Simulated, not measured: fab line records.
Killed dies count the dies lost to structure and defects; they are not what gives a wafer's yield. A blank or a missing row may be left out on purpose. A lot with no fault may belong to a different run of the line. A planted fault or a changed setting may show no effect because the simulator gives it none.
Which tool was responsible?	flow nand-harc	36 wafers from 12 lots sampled at 4 of the route's 1302 steps

WHAT EACH GAUGE READ, for each wafer
NHARC_P_CONTACT_INSPECT_27.
lot	measured	on	raw-defect-count
L074	day 6 17:04	defect-inspect-02	276 243 262
L076	day 7 09:47	defect-inspect-01	384 168 344
L079	day 8 12:45	defect-inspect-02	227 219 322
L081	day 8 20:47	defect-inspect-02	407 229 212
L083	day 9 14:49	defect-inspect-01	632 722 393
L085	day 10 15:29	defect-inspect-02	720 476 558
L087	day 11 08:46	defect-inspect-02	262 215 409
L089	day 12 07:49	defect-inspect-02	255 491 451
L091	day 13 08:15	defect-inspect-02	137 167 289
L093	day 13 23:07	defect-inspect-02	288 218 274
L095	day 14 16:19	defect-inspect-02	475 366 386
L097	day 15 21:01	defect-inspect-02	219 197 232

TOOL THAT RAN EACH LOT (tool first, then ch and the chambers of the sampled wafers, then the start)
lot	NHARC_P_GATE_RTA_64	NHARC_P_CONTACT_CMP_01	NHARC_P_CONTACT_ALD_22
L074	rtp-anneal-02 ch 0, day 6 11:04	cmp-01 ch 1,2,3, day 6 13:06	ald-metal-03 ch 0,1,3, day 6 15:50
L076	rtp-anneal-02 ch 0, day 7 02:45	cmp-03 ch 0,2,3, day 7 05:03	ald-metal-03 ch 1,3, day 7 08:31
L079	rtp-anneal-02 ch 0, day 8 06:48	cmp-01 ch 0,1,2, day 8 08:47	ald-metal-03 ch 1,2,3, day 8 11:33
L081	rtp-anneal-01 ch 0, day 8 14:40	cmp-04 ch 0,2, day 8 16:44	ald-metal-01 ch 1,3, day 8 19:33
L083	rtp-anneal-01 ch 0, day 9 08:48	cmp-04 ch 0,2,3, day 9 10:53	ald-metal-01 ch 1,2, day 9 13:34
L085	rtp-anneal-01 ch 0, day 10 09:15	cmp-01 ch 1,3, day 10 11:19	ald-metal-01 ch 0,1, day 10 14:10
L087	rtp-anneal-01 ch 0, day 11 02:25	cmp-04 ch 1,2, day 11 04:41	ald-metal-02 ch 0,1,3, day 11 07:32
L089	rtp-anneal-02 ch 0, day 12 01:26	cmp-03 ch 0,3, day 12 03:25	ald-metal-01 ch 1,2,3, day 12 06:19
L091	rtp-anneal-01 ch 0, day 13 02:04	cmp-04 ch 1,2, day 13 04:07	ald-metal-03 ch 0,1, day 13 07:01
L093	rtp-anneal-01 ch 0, day 13 16:29	cmp-03 ch 1,3, day 13 18:49	ald-metal-01 ch 1,2, day 13 21:49
L095	rtp-anneal-02 ch 0, day 14 10:10	cmp-03 ch 1,2,3, day 14 12:13	ald-metal-01 ch 0,1,3, day 14 15:01
L097	rtp-anneal-02 ch 0, day 15 14:47	cmp-04 ch 1,2, day 15 16:54	ald-metal-02 ch 1,3, day 15 19:47
- NHARC_P_GATE_RTA_64: time 1 s.
- NHARC_P_CONTACT_CMP_01: polishes SiO2, target thk 200 nm.
- NHARC_P_CONTACT_ALD_22: deposits TiN, target thk 3 nm, pulse time 1 s, ald cycles 150.

THE ANSWER, worked out from the rows above alone
Rule: the lots themselves supply what counts as usual. Put in order of their means at a reading, lots are off if they are a third of the lots or fewer, leave a main group of 4 or more, and stand apart from it by a gap of 3 or more times the standard deviation of the main group's means; of several such gaps the widest counts. Not used: any main group whose means are identical at the precision the tables above print for the reading. A lot without any number at a reading at which 4 lots or more have one is off too. Any other lot the step has rows for is counted as sound.
No lot is off on any of the readings shown, so nothing can be concluded from this.

WHAT THE SIMULATOR HAD INSERTED
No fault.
